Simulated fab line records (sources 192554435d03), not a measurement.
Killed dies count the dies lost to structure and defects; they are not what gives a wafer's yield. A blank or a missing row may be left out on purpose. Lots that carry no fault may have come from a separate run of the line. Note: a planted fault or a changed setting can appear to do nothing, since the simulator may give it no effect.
Split-lot trial + flow n5 finfet + 39 wafers read across 7 lots, on a route 1938 steps long

THE SPLIT
At N5_BEOL_M0_SAQP_ALD_48 (deposits SiO2, target thk 20 nm, pulse time 1 s, co reactant pulse time 1 s), the setting ald cycles was moved away from the recipe's 139 on 12 of the 39 wafers read, by -41.7% to +41.7%. All remaining wafers had this setting at the recipe value.

FROM THE SPLIT TO THE READING: what the file shows between them, 10 steps
- N5_BEOL_M0_SAQP_ETCH_49: etches SiO2 in CF4/O2, target depth 37 nm
- N5_BEOL_M0_SAQP_STRIP_75: strips in CF4
- N5_BEOL_M0_CUTY_COAT_50: time 60 s, resist thk 15 nm
- N5_BEOL_M0_CUTY_COAT_51: resist thk 150 nm
- N5_BEOL_M0_CUTY_DESCUM_61: chemistry O2, time 7.9 s
- N5_BEOL_M0_CUTY_ETCH_62: etches SiARC in CF4, time 58.5 s
- N5_BEOL_M0_CUTY_ETCH_63: etches SOC in N2/H2, target depth 82.7 nm, overetch 16.5 nm, time 124 s
- N5_BEOL_M0_CUTY_STRIP_64: strips in N2/H2
- N5_BEOL_M0_ETCH_138: etches SiCN in CH3F/O2, target depth 12 nm, time 31.6 s
- N5_BEOL_M0_HM_OPEN_105: chemistry Cl2/BCl3, target TiN, target depth 12 nm

THE READING
SiO2_of_BEOL_M0_SAQP_ALD_48.thk nm (the simulator's own value, which no gauge read), in nm, at N5_BEOL_M0_STRIP_140 (strips in CF4). The file does not state a usual value for it. The 27 wafers here that ran the recipe average 11.3 nm, standard deviation 0.57 nm.

| wafer  | tool, chamber at the split | ald cycles as run | against the recipe | SiO2_of_BEOL_M0_SAQP_ALD_48.thk nm, nm | against lot-mates on the recipe |
|--------|----------------------------|-------------------|--------------------|----------------------------------------|---------------------------------|
| L079.2 | ald sin-04, 3              | 139               | recipe             | 10.8                                   | -                               |
| L079.3 | ald sin-04, 2,1            | 139               | recipe             | 10.8                                   | -                               |
| L079.5 | ald sin-04, 2,1            | 139               | recipe             | 10.8                                   | -                               |
| L083.1 | ald sin-04, 1              | 139               | recipe             | 10.4                                   | -                               |
| L083.2 | ald sin-04, 0,2,2          | 139               | recipe             | 11.2                                   | -                               |
| L083.3 | ald sin-04, 3              | 139               | recipe             | 11.8                                   | -                               |
| L083.4 | ald sin-04, 0,2,2          | 139               | recipe             | 10.8                                   | -                               |
| L083.5 | ald sin-04, 0,2,2          | 139               | recipe             | 12.2                                   | -                               |
| L083.6 | ald sin-04, 3              | 139               | recipe             | 11                                     | -                               |
| L084.1 | ald sin-03, 3              | 197               | +41.7%             | 15.4                                   | +3.8                            |
| L084.2 | ald sin-03, 1              | 197               | +41.7%             | 16                                     | +4.4                            |
| L084.6 | ald sin-03, 1              | 197               | +41.7%             | 16                                     | +4.4                            |
| L084.3 | ald sin-03, 2,0,2          | 139               | recipe             | 10.6                                   | -                               |
| L084.4 | ald sin-03, 2,0,2          | 139               | recipe             | 12                                     | -                               |
| L084.5 | ald sin-03, 2,0,2          | 139               | recipe             | 12.2                                   | -                               |
| L085.1 | ald sin-01, 2,3,1,0        | 139               | recipe             | 11                                     | -                               |
| L085.2 | ald sin-01, 2,3,1,0        | 139               | recipe             | 11.2                                   | -                               |
| L085.5 | ald sin-01, 2,3,1,0        | 139               | recipe             | 11.2                                   | -                               |
| L085.3 | ald sin-01, 0,1            | 139               | recipe             | 10.8                                   | -                               |
| L085.4 | ald sin-01, 2,3,1,0        | 139               | recipe             | 12.2                                   | -                               |
| L085.6 | ald sin-01, 0,1            | 139               | recipe             | 11.4                                   | -                               |
| L087.1 | ald sin-01, 1              | 81                | -41.7%             | 6.6                                    | -4.7                            |
| L087.2 | ald sin-01, 2,0            | 81                | -41.7%             | 7.6                                    | -3.7                            |
| L087.3 | ald sin-01, 3,0            | 139               | recipe             | 10.6                                   | -                               |
| L087.4 | ald sin-01, 2,0            | 81                | -41.7%             | 5.8                                    | -5.5                            |
| L087.5 | ald sin-01, 1              | 139               | recipe             | 11.4                                   | -                               |
| L087.6 | ald sin-01, 3,0            | 139               | recipe             | 12                                     | -                               |
| L088.1 | ald sin-03, 2,2,3          | 106               | -23.7%             | 8                                      | -3.4                            |
| L088.2 | ald sin-03, 3,0,0          | 139               | recipe             | 10.8                                   | -                               |
| L088.3 | ald sin-03, 3,0,0          | 139               | recipe             | 11.2                                   | -                               |
| L088.4 | ald sin-03, 3,0,0          | 139               | recipe             | 12.2                                   | -                               |
| L088.5 | ald sin-03, 2,2,3          | 106               | -23.7%             | 9.6                                    | -1.8                            |
| L088.6 | ald sin-03, 2,2,3          | 106               | -23.7%             | 8.6                                    | -2.8                            |
| L092.1 | ald sin-01, 1,2            | 196               | +41.0%             | 15.4                                   | +3.7                            |
| L092.2 | ald sin-01, 0,3,2          | 139               | recipe             | 12                                     | -                               |
| L092.3 | ald sin-01, 0,3,2          | 139               | recipe             | 11.8                                   | -                               |
| L092.4 | ald sin-01, 1,2            | 196               | +41.0%             | 15                                     | +3.3                            |
| L092.5 | ald sin-01, 0,3,2          | 139               | recipe             | 11.4                                   | -                               |
| L092.6 | ald sin-01, 1              | 196               | +41.0%             | 16.8                                   | +5.1                            |
Where a row lists several chambers, the file gives one row for several wafers and doesn't say which wafer went through which chamber.

FIT RESULTS
A straight line over all 39 wafers: SiO2_of_BEOL_M0_SAQP_ALD_48.thk nm changes by +0.109 nm for each +1% of ald cycles; r = +0.97; the points scatter about the line by 0.61 nm.
The same after taking each lot's own level away (the mean of its wafers on the recipe; 39 wafers): +0.105 nm for each +1%; r = +0.97; scatter 0.58 nm.
That fit puts the effect of the largest move of ald cycles on the reading at 4.4 nm.
The span of the lots' own levels, 10.80 to 11.73 nm, comes to 1.6 times the standard deviation stated above.
The two slopes agree, so the slope changes little with the lot-to-lot level.
Check: +4.36 nm against its lot-mates is what the line predicts for one of the wafers moved furthest among these (+41.7%) when that wafer is left out of the fit. It came out at +3.8 nm against them.

THE WHOLE CHAIN: every reading that the file lists as answering this split, in the file's order
| step                     | what it does                                                                | reading                                                                             | change (the file's fit)               | r (the file's) |
|--------------------------|-----------------------------------------------------------------------------|-------------------------------------------------------------------------------------|---------------------------------------|----------------|
| N5_BEOL_M0_SAQP_ALD_48   | deposits SiO2, target thk 20 nm, pulse time 1 s, co reactant pulse time 1 s | SiO2_of_BEOL_M0_SAQP_ALD_48.thk nm (the simulator's own value, which no gauge read) | +0.201 nm for each +1% of the setting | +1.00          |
| N5_BEOL_M0_SAQP_ETCH_49  | etches SiO2 in CF4/O2, target depth 37 nm                                   | SiO2_of_BEOL_M0_SAQP_ALD_48.thk nm (the simulator's own value, which no gauge read) | +0.136 nm for each +1% of the setting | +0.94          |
| N5_BEOL_M0_SAQP_STRIP_75 | strips in CF4                                                               | SiO2_of_BEOL_M0_SAQP_ALD_48.thk nm (the simulator's own value, which no gauge read) | +0.133 nm for each +1% of the setting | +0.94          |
| N5_BEOL_M0_CUTY_ETCH_62  | etches SiARC in CF4, time 58.5 s                                            | SiO2_of_BEOL_M0_SAQP_ALD_48.thk nm (the simulator's own value, which no gauge read) | +0.12 nm for each +1% of the setting  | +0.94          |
| N5_BEOL_M0_CUTY_ETCH_63  | etches SOC in N2/H2, target depth 82.7 nm, overetch 16.5 nm, time 124 s     | SiO2_of_BEOL_M0_SAQP_ALD_48.thk nm (the simulator's own value, which no gauge read) | +0.113 nm for each +1% of the setting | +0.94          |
| N5_BEOL_M0_STRIP_140     | strips in CF4                                                               | SiO2_of_BEOL_M0_SAQP_ALD_48.thk nm (the simulator's own value, which no gauge read) | +0.104 nm for each +1% of the setting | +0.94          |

FILE'S OWN FIT
SiO2_of_BEOL_M0_SAQP_ALD_48.thk nm changes by +0.104 nm for each +1% of ald cycles, r = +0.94.
